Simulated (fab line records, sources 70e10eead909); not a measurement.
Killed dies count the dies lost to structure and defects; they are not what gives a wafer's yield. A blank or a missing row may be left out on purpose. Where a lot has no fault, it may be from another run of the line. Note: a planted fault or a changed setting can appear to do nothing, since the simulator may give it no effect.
fab line records / flow nandHarc
record lots=7 wafers=19 lastDay=33
route steps=1302 shown A_DECK1_JOINT@535 A_ONON_D2@545 END@1302
lots with no fault: from the same line, run without faults
startH: the number of hours between the record's first day and the start of the first shown wafer of the lot / waitH: how many hours have passed since the lot's step before this one / " same as the row above / L1.1+2: a single row standing in for several wafers / - no value present, or no start provided / * or withheld: withheld / < > ~ a bound
route shown NAME@n: a module of which the file shows steps, and the number in the route of the first / usual: the fault-free wafers' mean and standard deviation / same: alike in all rows / chamber/n: place in a boat / sites: readings site by site / _std_site: their standard deviation / _edge_site: mean of outer sites minus mean of inner sites / radiusMm: how far each site lies from the wafer's centre / mask NAME#n: copy n / behind: tool/chamber where the wafer was last shaped / hold: why the lot went on hold/how many hours it stayed there/how the hold came to an end / device: transistor that didn't switch, given as n, p or np / end of line: the route-end tests of the same wafers / step lacking rows: just its recipe / killed: dies lost to structure and defects at the first sort, not the wafer's yield / map: the dies of a wafer, with x for killed, . for not killed, _ for no die there
set.NAME: the setting that was run; set.NAME@STEP: the one run at that earlier step / model.NAME: the simulator's own value behind a step, which no gauge read
lots seen at some steps along the route; tables by step, rows by wafer
services: from which hour (startH, from the record's first day; less than 0 if before it) a tool's chamber was out of use, for how many hours, and why
## steps
# step NHARC_A_DECK1_JOINT_CURE_26
# recipe tempC=150 timeS=32 pressureAtm=0.395
# step NHARC_A_DECK1_JOINT_ANNEAL_27
# recipe tempC=400 timeS=3600 idleTempC=300 rampUpCPerMin=10 densificationPH2oTorr=640
# step NHARC_A_DECK1_JOINT_ANNEAL_28
# recipe tempC=500 timeS=1800 idleTempC=400 rampUpCPerMin=10 densificationPH2oTorr=640
# step NHARC_A_DECK1_JOINT_ANNEAL_29
# recipe tempC=750 timeS=1800 idleTempC=500 rampUpCPerMin=10 rampDownCPerMin=3
# step NHARC_A_DECK1_JOINT_CMP_02
# recipe material=SiOx
# usual motorCurrentA=11.5/1.2
lot.wafer=L265.2 tool=cmp-02 chamber=2 startH=276.76 waitH=0.5 motorCurrentA=12.2
lot.wafer=L265.1 tool=cmp-02 chamber=3 startH=276.76 waitH=0.5 motorCurrentA=10.8
lot.wafer=L265.4 tool=cmp-02 chamber=0 startH=276.76 waitH=0.5 motorCurrentA=12.4
lot.wafer=L270.1 tool=cmp-01 chamber=0 startH=339.70 waitH=0.4 motorCurrentA=10.0
lot.wafer=L270.2 tool=cmp-01 chamber=1 startH=339.70 waitH=0.4 motorCurrentA=9.8
lot.wafer=L270.5 tool=cmp-01 chamber=0 startH=339.70 waitH=0.4 motorCurrentA=9.6
lot.wafer=L273.1 tool=cmp-01 chamber=1 startH=358.96 waitH=0.4 motorCurrentA=9.9
lot.wafer=L273.6 tool=cmp-01 chamber=3 startH=358.96 waitH=0.4 motorCurrentA=10.8
lot.wafer=L273.5 tool=cmp-01 chamber=0 startH=358.96 waitH=0.4 motorCurrentA=9.7
lot.wafer=L275.4 tool=cmp-03 chamber=0 startH=380.63 waitH=0.4 motorCurrentA=11.9
lot.wafer=L275.3 tool=cmp-03 chamber=3 startH=380.63 waitH=0.4 motorCurrentA=12.1
lot.wafer=L275.6 tool=cmp-03 chamber=0 startH=380.63 waitH=0.4 motorCurrentA=11.5
lot.wafer=L283.1 tool=cmp-02 chamber=1 startH=458.38 waitH=0.4 motorCurrentA=12.6
lot.wafer=L283.5 tool=cmp-02 chamber=1 startH=458.38 waitH=0.4 motorCurrentA=13.6
lot.wafer=L287.4 tool=cmp-03 chamber=3 startH=486.97 waitH=0.4 motorCurrentA=11.2
lot.wafer=L287.5 tool=cmp-03 chamber=0 startH=486.97 waitH=0.4 motorCurrentA=12.5
lot.wafer=L288.4 tool=cmp-02 chamber=2 startH=497.29 waitH=0.4 motorCurrentA=12.1
lot.wafer=L288.3 tool=cmp-02 chamber=0 startH=497.29 waitH=0.4 motorCurrentA=11.9
lot.wafer=L288.6 tool=cmp-02 chamber=1 startH=497.29 waitH=0.4 motorCurrentA=13.5
# step NHARC_A_DECK1_JOINT_SRD_15
# step NHARC_A_DECK1_JOINT_DEP_16
# recipe targetThkA=450 tempC=400 pressureTorr=6.5 rfW=900 teosFlowSccm=161.4 flowSccm=2650 targetThkNm=45 gas=O2 material=SiO2
# usual heaterPowerW=531/110 rfFwdPowerW=896.7/2.9 throttleValvePct=16.2/0.44
lot.wafer=L265.1 tool=pecvd-02 chamber=0 startH=277.15 waitH=0.1 heaterPowerW=316 rfFwdPowerW=899.7 throttleValvePct=16.2
lot.wafer=L265.2 tool=pecvd-02 chamber=1 startH=277.15 waitH=0.1 heaterPowerW=550 rfFwdPowerW=891.4 throttleValvePct=16.5
lot.wafer=L265.4 tool=pecvd-02 chamber=1 startH=277.15 waitH=0.1 heaterPowerW=543 rfFwdPowerW=895.7 throttleValvePct=16.8
lot.wafer=L270.2 tool=pecvd-04 chamber=1 startH=340.07 waitH=0.1 heaterPowerW=527 rfFwdPowerW=898.7 throttleValvePct=15.7
lot.wafer=L270.1 tool=pecvd-04 chamber=0 startH=340.07 waitH=0.1 heaterPowerW=448 rfFwdPowerW=892.7 throttleValvePct=15.7
lot.wafer=L270.5 tool=pecvd-04 chamber=1 startH=340.07 waitH=0.1 heaterPowerW=543 rfFwdPowerW=894.9 throttleValvePct=15.7
lot.wafer=L273.1 tool=pecvd-03 chamber=2 startH=359.29 waitH=0.1 heaterPowerW=507 rfFwdPowerW=903.5 throttleValvePct=15.7
lot.wafer=L273.5 tool=pecvd-03 chamber=2 startH=359.29 waitH=0.1 heaterPowerW=493 rfFwdPowerW=901.0 throttleValvePct=15.8
lot.wafer=L273.6 tool=pecvd-03 chamber=1 startH=359.29 waitH=0.1 heaterPowerW=430 rfFwdPowerW=898.1 throttleValvePct=16.7
lot.wafer=L275.3 tool=pecvd-03 chamber=0 startH=381.02 waitH=0.1 heaterPowerW=547 rfFwdPowerW=900.7 throttleValvePct=16.5
lot.wafer=L275.6 tool=pecvd-03 chamber=0 startH=381.02 waitH=0.1 heaterPowerW=562 rfFwdPowerW=901.3 throttleValvePct=16.3
lot.wafer=L275.4 tool=pecvd-03 chamber=1 startH=381.02 waitH=0.1 heaterPowerW=405 rfFwdPowerW=897.4 throttleValvePct=15.9
lot.wafer=L283.1 tool=pecvd-02 chamber=1 startH=458.80 waitH=0.1 heaterPowerW=642 rfFwdPowerW=894.3 throttleValvePct=16.2
lot.wafer=L283.5 tool=pecvd-02 chamber=2 startH=458.80 waitH=0.1 heaterPowerW=599 rfFwdPowerW=894.2 throttleValvePct=15.8
lot.wafer=L287.4 tool=pecvd-02 chamber=1 startH=487.46 waitH=0.2 heaterPowerW=658 rfFwdPowerW=900.4 throttleValvePct=16.4
lot.wafer=L287.5 tool=pecvd-02 chamber=0 startH=487.46 waitH=0.2 heaterPowerW=396 rfFwdPowerW=895.1 throttleValvePct=16.4
lot.wafer=L288.3 tool=pecvd-03 chamber=1 startH=497.71 waitH=0.1 heaterPowerW=484 rfFwdPowerW=893.3 throttleValvePct=16.3
lot.wafer=L288.4 tool=pecvd-03 chamber=2 startH=497.71 waitH=0.1 heaterPowerW=601 rfFwdPowerW=899.7 throttleValvePct=16.2
lot.wafer=L288.6 tool=pecvd-03 chamber=0 startH=497.71 waitH=0.1 heaterPowerW=638 rfFwdPowerW=899.5 throttleValvePct=16.5
# step NHARC_A_DECK1_JOINT_THK_MEAS_17
# recipe thkMeasGauge=ellipsometry
# usual thkNm=44.8/1.1
lot.wafer=L265.1 tool=filmMetro-02 chamber=- startH=277.43 waitH=0.3 thkNm=43.6
lot.wafer=L265.2 tool=filmMetro-02 chamber=- startH=277.43 waitH=0.3 thkNm=45.7
lot.wafer=L265.4 tool=filmMetro-02 chamber=- startH=277.43 waitH=0.3 thkNm=46.7
lot.wafer=L270.1 tool=filmMetro-01 chamber=- startH=340.35 waitH=0.2 thkNm=44.5
lot.wafer=L270.2 tool=filmMetro-01 chamber=- startH=340.35 waitH=0.2 thkNm=44.3
lot.wafer=L270.5 tool=filmMetro-01 chamber=- startH=340.35 waitH=0.2 thkNm=45.5
lot.wafer=L273.1 tool=filmMetro-01 chamber=- startH=359.57 waitH=0.3 thkNm=43.7
lot.wafer=L273.5 tool=filmMetro-01 chamber=- startH=359.57 waitH=0.3 thkNm=45.9
lot.wafer=L273.6 tool=filmMetro-01 chamber=- startH=359.57 waitH=0.3 thkNm=43.7
lot.wafer=L275.3 tool=filmMetro-01 chamber=- startH=381.29 waitH=0.3 thkNm=44.2
lot.wafer=L275.4 tool=filmMetro-01 chamber=- startH=381.29 waitH=0.3 thkNm=45.2
lot.wafer=L275.6 tool=filmMetro-01 chamber=- startH=381.29 waitH=0.3 thkNm=44.7
lot.wafer=L283.1 tool=filmMetro-01 chamber=- startH=459.02 waitH=0.2 thkNm=42.5
lot.wafer=L283.5 tool=filmMetro-01 chamber=- startH=459.02 waitH=0.2 thkNm=46.6
lot.wafer=L287.4 tool=filmMetro-01 chamber=- startH=487.65 waitH=0.2 thkNm=45.8
lot.wafer=L287.5 tool=filmMetro-01 chamber=- startH=487.65 waitH=0.2 thkNm=44.4
lot.wafer=L288.3 tool=filmMetro-02 chamber=- startH=497.93 waitH=0.2 thkNm=43.6
lot.wafer=L288.4 tool=filmMetro-02 chamber=- startH=497.93 waitH=0.2 thkNm=44.0
lot.wafer=L288.6 tool=filmMetro-02 chamber=- startH=497.93 waitH=0.2 thkNm=46.9
# step NHARC_A_DECK1_JOINT_INSPECT_05
# usual rawDefectCount=320/130
lot.wafer=L265.1 tool=defectInspect-02 chamber=- startH=277.47 waitH=0.0 rawDefectCount=105
lot.wafer=L265.2 tool=defectInspect-02 chamber=- startH=277.47 waitH=0.0 rawDefectCount=178
lot.wafer=L265.4 tool=defectInspect-02 chamber=- startH=277.47 waitH=0.0 rawDefectCount=209
lot.wafer=L270.1 tool=defectInspect-01 chamber=- startH=340.38 waitH=0.0 rawDefectCount=491
lot.wafer=L270.2 tool=defectInspect-01 chamber=- startH=340.38 waitH=0.0 rawDefectCount=642
lot.wafer=L270.5 tool=defectInspect-01 chamber=- startH=340.38 waitH=0.0 rawDefectCount=417
lot.wafer=L273.1 tool=defectInspect-02 chamber=- startH=359.61 waitH=0.0 rawDefectCount=528
lot.wafer=L273.5 tool=defectInspect-02 chamber=- startH=359.61 waitH=0.0 rawDefectCount=268
lot.wafer=L273.6 tool=defectInspect-02 chamber=- startH=359.61 waitH=0.0 rawDefectCount=445
lot.wafer=L275.3 tool=defectInspect-02 chamber=- startH=381.33 waitH=0.0 rawDefectCount=377
lot.wafer=L275.4 tool=defectInspect-02 chamber=- startH=381.33 waitH=0.0 rawDefectCount=516
lot.wafer=L275.6 tool=defectInspect-02 chamber=- startH=381.33 waitH=0.0 rawDefectCount=637
lot.wafer=L283.1 tool=defectInspect-02 chamber=- startH=459.05 waitH=0.0 rawDefectCount=172
lot.wafer=L283.5 tool=defectInspect-02 chamber=- startH=459.05 waitH=0.0 rawDefectCount=166
lot.wafer=L287.4 tool=defectInspect-02 chamber=- startH=487.69 waitH=0.0 rawDefectCount=249
lot.wafer=L287.5 tool=defectInspect-02 chamber=- startH=487.69 waitH=0.0 rawDefectCount=361
lot.wafer=L288.3 tool=defectInspect-01 chamber=- startH=497.96 waitH=0.0 rawDefectCount=563
lot.wafer=L288.4 tool=defectInspect-01 chamber=- startH=497.96 waitH=0.0 rawDefectCount=201
lot.wafer=L288.6 tool=defectInspect-01 chamber=- startH=497.96 waitH=0.0 rawDefectCount=237
# step NHARC_A_ONON_D2_DEP_00
# recipe targetThkA=10000 n2FlowSccm=2750 n2oFlowSccm=2000 nh3FlowSccm=500 sih4FlowSccm=210 tempC=400
# step NHARC_A_ONON_D2_THK_MEAS_02
# recipe thkMeasGauge=ellipsometry
# usual thkNm=998/9.4
lot.wafer=L265.1 tool=filmMetro-01 chamber=- startH=278.04 waitH=- thkNm=995
lot.wafer=L265.2 tool=filmMetro-01 chamber=- startH=278.04 waitH=- thkNm=994
lot.wafer=L265.4 tool=filmMetro-01 chamber=- startH=278.04 waitH=- thkNm=993
lot.wafer=L270.1 tool=filmMetro-01 chamber=- startH=340.96 waitH=- thkNm=1003
lot.wafer=L270.2 tool=filmMetro-01 chamber=- startH=340.96 waitH=- thkNm=1002
lot.wafer=L270.5 tool=filmMetro-01 chamber=- startH=340.96 waitH=- thkNm=1000
lot.wafer=L273.1 tool=filmMetro-01 chamber=- startH=360.18 waitH=- thkNm=995
lot.wafer=L273.5 tool=filmMetro-01 chamber=- startH=360.18 waitH=- thkNm=994
lot.wafer=L273.6 tool=filmMetro-01 chamber=- startH=360.18 waitH=- thkNm=994
lot.wafer=L275.3 tool=filmMetro-01 chamber=- startH=381.91 waitH=- thkNm=1007
lot.wafer=L275.4 tool=filmMetro-01 chamber=- startH=381.91 waitH=- thkNm=1006
lot.wafer=L275.6 tool=filmMetro-01 chamber=- startH=381.91 waitH=- thkNm=1007
lot.wafer=L283.1 tool=filmMetro-01 chamber=- startH=459.63 waitH=- thkNm=1013
lot.wafer=L283.5 tool=filmMetro-01 chamber=- startH=459.63 waitH=- thkNm=1016
lot.wafer=L287.4 tool=filmMetro-02 chamber=- startH=488.27 waitH=- thkNm=992
lot.wafer=L287.5 tool=filmMetro-02 chamber=- startH=488.27 waitH=- thkNm=994
lot.wafer=L288.3 tool=filmMetro-02 chamber=- startH=498.54 waitH=- thkNm=1008
lot.wafer=L288.4 tool=filmMetro-02 chamber=- startH=498.54 waitH=- thkNm=1010
lot.wafer=L288.6 tool=filmMetro-02 chamber=- startH=498.54 waitH=- thkNm=1008
# step NHARC_A_ONON_D2_DEP_03
# recipe targetThkA=10000 n2FlowSccm=2750 n2oFlowSccm=2000 nh3FlowSccm=500 sih4FlowSccm=210 tempC=400
# usual nh3FlowSccm=500.0/1.5
lot.wafer=L265.1 tool=pecvdOnon-02 chamber=0 startH=278.33 waitH=0.3 nh3FlowSccm=499.3
lot.wafer=L265.2 tool=pecvdOnon-02 chamber=0 startH=278.33 waitH=0.3 nh3FlowSccm=499.4
lot.wafer=L265.4 tool=pecvdOnon-02 chamber=0 startH=278.33 waitH=0.3 nh3FlowSccm=499.9
lot.wafer=L270.1 tool=pecvdOnon-02 chamber=0 startH=341.02 waitH=0.1 nh3FlowSccm=498.4
lot.wafer=L270.2 tool=pecvdOnon-02 chamber=0 startH=341.02 waitH=0.1 nh3FlowSccm=499.4
lot.wafer=L270.5 tool=pecvdOnon-02 chamber=0 startH=341.02 waitH=0.1 nh3FlowSccm=498.5
lot.wafer=L273.1 tool=pecvdOnon-01 chamber=0 startH=360.24 waitH=0.1 nh3FlowSccm=503.1
lot.wafer=L273.5 tool=pecvdOnon-01 chamber=0 startH=360.24 waitH=0.1 nh3FlowSccm=499.5
lot.wafer=L273.6 tool=pecvdOnon-01 chamber=0 startH=360.24 waitH=0.1 nh3FlowSccm=499.7
lot.wafer=L275.3 tool=pecvdOnon-02 chamber=0 startH=382.08 waitH=0.2 nh3FlowSccm=496.7
lot.wafer=L275.4 tool=pecvdOnon-02 chamber=0 startH=382.08 waitH=0.2 nh3FlowSccm=497.9
lot.wafer=L275.6 tool=pecvdOnon-02 chamber=0 startH=382.08 waitH=0.2 nh3FlowSccm=499.7
lot.wafer=L283.1 tool=pecvdOnon-02 chamber=0 startH=459.68 waitH=0.1 nh3FlowSccm=497.2
lot.wafer=L283.5 tool=pecvdOnon-02 chamber=0 startH=459.68 waitH=0.1 nh3FlowSccm=498.4
lot.wafer=L287.4 tool=pecvdOnon-02 chamber=0 startH=488.50 waitH=0.2 nh3FlowSccm=502.0
lot.wafer=L287.5 tool=pecvdOnon-02 chamber=0 startH=488.50 waitH=0.2 nh3FlowSccm=500.8
lot.wafer=L288.3 tool=pecvdOnon-02 chamber=0 startH=498.71 waitH=0.2 nh3FlowSccm=499.2
lot.wafer=L288.4 tool=pecvdOnon-02 chamber=0 startH=498.71 waitH=0.2 nh3FlowSccm=501.9
lot.wafer=L288.6 tool=pecvdOnon-02 chamber=0 startH=498.71 waitH=0.2 nh3FlowSccm=501.2
# step NHARC_A_ONON_D2_THK_MEAS_05
# recipe thkMeasGauge=ellipsometry
# usual thkNm=1001/11
lot.wafer=L265.1 tool=filmMetro-02 chamber=- startH=278.84 waitH=- thkNm=999
lot.wafer=L265.2 tool=filmMetro-02 chamber=- startH=278.84 waitH=- thkNm=1001
lot.wafer=L265.4 tool=filmMetro-02 chamber=- startH=278.84 waitH=- thkNm=1002
lot.wafer=L270.1 tool=filmMetro-02 chamber=- startH=341.53 waitH=- thkNm=991
lot.wafer=L270.2 tool=filmMetro-02 chamber=- startH=341.53 waitH=- thkNm=991
lot.wafer=L270.5 tool=filmMetro-02 chamber=- startH=341.53 waitH=- thkNm=991
lot.wafer=L273.1 tool=filmMetro-01 chamber=- startH=360.74 waitH=- thkNm=1017
lot.wafer=L273.5 tool=filmMetro-01 chamber=- startH=360.74 waitH=- thkNm=1015
lot.wafer=L273.6 tool=filmMetro-01 chamber=- startH=360.74 waitH=- thkNm=1017
lot.wafer=L275.3 tool=filmMetro-01 chamber=- startH=382.47 waitH=- thkNm=992
lot.wafer=L275.4 tool=filmMetro-01 chamber=- startH=382.47 waitH=- thkNm=994
lot.wafer=L275.6 tool=filmMetro-01 chamber=- startH=382.47 waitH=- thkNm=994
lot.wafer=L283.1 tool=filmMetro-01 chamber=- startH=460.20 waitH=- thkNm=1073
lot.wafer=L283.5 tool=filmMetro-01 chamber=- startH=460.20 waitH=- thkNm=1006
lot.wafer=L287.4 tool=filmMetro-02 chamber=- startH=488.86 waitH=- thkNm=1065
lot.wafer=L287.5 tool=filmMetro-02 chamber=- startH=488.86 waitH=- thkNm=994
lot.wafer=L288.3 tool=filmMetro-02 chamber=- startH=499.10 waitH=- thkNm=983
lot.wafer=L288.4 tool=filmMetro-02 chamber=- startH=499.10 waitH=- thkNm=1053
lot.wafer=L288.6 tool=filmMetro-02 chamber=- startH=499.10 waitH=- thkNm=982
# step NHARC_A_ONON_D2_DEP_06
# recipe targetThkA=10000 n2FlowSccm=2750 n2oFlowSccm=2000 nh3FlowSccm=500 sih4FlowSccm=210 tempC=400
# step NHARC_END_SORT_01
# recipe tempC=25
# usual killedAtArray=46/16 killedAtOther=0.9/1.3 killedAtPeriphery=4.1/3 killedDies=51/17 killedOpen=3.5/1.8 killedShort=2.5/1.8
# same grossDies=677
lot.wafer=L283.1 tool=prober-02 chamber=0 startH=768.74 waitH=2.5 killedAtArray=669 killedAtOther=0 killedAtPeriphery=8 killedDies=677 killedOpen=1 killedShort=1
lot.wafer=L287.4 tool=prober-01 chamber=0 startH=785.52 waitH=3.4 killedAtArray=672 killedAtOther=1 killedAtPeriphery=4 killedDies=677 killedOpen=5 killedShort=2
lot.wafer=L288.4 tool=prober-01 chamber=0 startH=793.32 waitH=3.4 killedAtArray=673 killedAtOther=3 killedAtPeriphery=1 killedDies=677 killedOpen=7 killedShort=2
# killed by level:class
L283.1 A_ONON_D2:areaDep=635 A_CHANNEL_HOLE_D1:chamberFilmFlake=9 A_CONTACT:chamberFilmFlake=8 A_SLIT:chamberFilmFlake=6 P_STI:chamberFilmFlake=3 P_M1:chamberFilmFlake=3 A_CHANNEL_FILL_D1:chamberFilmFlake=3 A_STAIRCASE:chamberFilmFlake=2
L287.4 A_ONON_D2:areaDep=618 A_CHANNEL_HOLE_D2:chamberFilmFlake=25 A_CHANNEL_HOLE_D1:chamberFilmFlake=8 A_SLIT:chamberFilmFlake=7 A_STAIRCASE:chamberFilmFlake=4 P_ZERO_WELL:chamberFilmFlake=2 P_STI:chamberFilmFlake=2 A_CONTACT:chamberFilmFlake=2
L288.4 A_ONON_D2:areaDep=622 A_CHANNEL_HOLE_D2:chamberFilmFlake=16 A_STAIRCASE:chamberFilmFlake=7 A_SLIT:chamberFilmFlake=7 A_CONTACT:chamberFilmFlake=7 A_ONON_D2:geometricParticle:open=2 A_CHANNEL_HOLE_D2:geometricParticle:open=2 A_CHANNEL_HOLE_D1:chamberFilmFlake=2
# map L283.1 (x killed, . not)
____________x____________
_________xxxxxxx_________
_______xxxxxxxxxxx_______
______xxxxxxxxxxxxx______
_____xxxxxxxxxxxxxxx_____
____xxxxxxxxxxxxxxxxx____
____xxxxxxxxxxxxxxxxx____
___xxxxxxxxxxxxxxxxxxx___
___xxxxxxxxxxxxxxxxxxx___
__xxxxxxxxxxxxxxxxxxxxx__
__xxxxxxxxxxxxxxxxxxxxx__
_xxxxxxxxxxxxxxxxxxxxxxx_
_xxxxxxxxxxxxxxxxxxxxxxx_
_xxxxxxxxxxxxxxxxxxxxxxx_
_xxxxxxxxxxxxxxxxxxxxxxx_
_xxxxxxxxxxxxxxxxxxxxxxx_
xxxxxxxxxxxxxxxxxxxxxxxxx
xxxxxxxxxxxxxxxxxxxxxxxxx
xxxxxxxxxxxxxxxxxxxxxxxxx
xxxxxxxxxxxxxxxxxxxxxxxxx
xxxxxxxxxxxxxxxxxxxxxxxxx
_xxxxxxxxxxxxxxxxxxxxxxx_
_xxxxxxxxxxxxxxxxxxxxxxx_
_xxxxxxxxxxxxxxxxxxxxxxx_
_xxxxxxxxxxxxxxxxxxxxxxx_
_xxxxxxxxxxxxxxxxxxxxxxx_
__xxxxxxxxxxxxxxxxxxxxx__
__xxxxxxxxxxxxxxxxxxxxx__
___xxxxxxxxxxxxxxxxxxx___
___xxxxxxxxxxxxxxxxxxx___
____xxxxxxxxxxxxxxxxx____
____xxxxxxxxxxxxxxxxx____
_____xxxxxxxxxxxxxxx_____
______xxxxxxxxxxxxx______
_______xxxxxxxxxxx_______
_________xxxxxxx_________
____________x____________
# map L287.4 (x killed, . not)
____________x____________
_________xxxxxxx_________
_______xxxxxxxxxxx_______
______xxxxxxxxxxxxx______
_____xxxxxxxxxxxxxxx_____
____xxxxxxxxxxxxxxxxx____
____xxxxxxxxxxxxxxxxx____
___xxxxxxxxxxxxxxxxxxx___
___xxxxxxxxxxxxxxxxxxx___
__xxxxxxxxxxxxxxxxxxxxx__
__xxxxxxxxxxxxxxxxxxxxx__
_xxxxxxxxxxxxxxxxxxxxxxx_
_xxxxxxxxxxxxxxxxxxxxxxx_
_xxxxxxxxxxxxxxxxxxxxxxx_
_xxxxxxxxxxxxxxxxxxxxxxx_
_xxxxxxxxxxxxxxxxxxxxxxx_
xxxxxxxxxxxxxxxxxxxxxxxxx
xxxxxxxxxxxxxxxxxxxxxxxxx
xxxxxxxxxxxxxxxxxxxxxxxxx
xxxxxxxxxxxxxxxxxxxxxxxxx
xxxxxxxxxxxxxxxxxxxxxxxxx
_xxxxxxxxxxxxxxxxxxxxxxx_
_xxxxxxxxxxxxxxxxxxxxxxx_
_xxxxxxxxxxxxxxxxxxxxxxx_
_xxxxxxxxxxxxxxxxxxxxxxx_
_xxxxxxxxxxxxxxxxxxxxxxx_
__xxxxxxxxxxxxxxxxxxxxx__
__xxxxxxxxxxxxxxxxxxxxx__
___xxxxxxxxxxxxxxxxxxx___
___xxxxxxxxxxxxxxxxxxx___
____xxxxxxxxxxxxxxxxx____
____xxxxxxxxxxxxxxxxx____
_____xxxxxxxxxxxxxxx_____
______xxxxxxxxxxxxx______
_______xxxxxxxxxxx_______
_________xxxxxxx_________
____________x____________
## services
tool=pecvd-02 chamber=1 startH=254.12 hours=22.1 kind=repair
tool=cmp-03 chamber=- startH=260.00 hours=4.0 kind=pm
tool=cmp-01 chamber=- startH=272.92 hours=5.2 kind=repair
tool=cmp-03 chamber=- startH=276.08 hours=1.1 kind=repair
tool=cmp-01 chamber=- startH=286.12 hours=4.0 kind=pm
tool=cmp-02 chamber=- startH=287.16 hours=1.3 kind=repair
tool=cmp-03 chamber=- startH=303.39 hours=1.5 kind=repair
tool=pecvd-02 chamber=- startH=316.58 hours=1.1 kind=repair
tool=cmp-01 chamber=- startH=330.59 hours=1.3 kind=repair
tool=cmp-02 chamber=- startH=330.63 hours=4.0 kind=pm
tool=pecvd-03 chamber=- startH=354.80 hours=0.8 kind=repair
tool=cmp-03 chamber=- startH=358.00 hours=4.0 kind=pm
tool=pecvdOnon-02 chamber=- startH=366.00 hours=13.0 kind=pm
tool=pecvd-03 chamber=- startH=366.47 hours=13.0 kind=pm
tool=cmp-01 chamber=- startH=373.29 hours=4.0 kind=repair
tool=cmp-01 chamber=- startH=384.12 hours=4.0 kind=pm
tool=pecvd-03 chamber=0 startH=387.86 hours=3.3 kind=repair
tool=pecvd-02 chamber=- startH=408.14 hours=13.0 kind=pm
tool=cmp-02 chamber=- startH=428.63 hours=4.0 kind=pm
tool=pecvd-03 chamber=- startH=443.89 hours=1.1 kind=repair
tool=cmp-01 chamber=- startH=452.85 hours=0.8 kind=repair
tool=cmp-03 chamber=- startH=456.02 hours=4.0 kind=pm
tool=pecvd-02 chamber=1 startH=461.45 hours=2.0 kind=repair
tool=cmp-01 chamber=- startH=482.12 hours=4.0 kind=pm
## key
firstSign step=NHARC_A_ONON_D2_THK_MEAS_05 reading=thkNm direction=up sigmas=5.7 usual=1001 struck=1064
effect step=NHARC_END_SORT_01 reading=killedAtArray direction=up sigmas=38 usual=46 struck=671
moreKillsBornAt NHARC_A_ONON_D2_DEP_03@pecvdOnon-02=1875
metAt NHARC_A_ONON_D2_DEP_03
struckWafers L283.1,L287.4,L288.4
laterRowsLeftOut L283.1,L287.4,L288.4
testerLeftOut L283,L287,L288
onsetBetween 382.08 459.68
fault kind=processParameterDrift tool=pecvdOnon-02 chamber=- onsetH=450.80 steps=NHARC_A_ONON_D2_DEP_03 channel=targetThkA offset=* shape=step endH=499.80 scope=struckWafersOnly actsIn=* stated=*
# testerLeftOut: of these lots the tester's yield and bins aren't shown, on N5 and GAA mostly nor the transistor test; their killed dies are dies lost to structure and defects alone, not to doping, threshold or leakage, so they don't give the yield
# laterRowsLeftOut: the simulator's readings of these wafers behind a module that went badly wrong aren't trusted and aren't shown, but for the sort
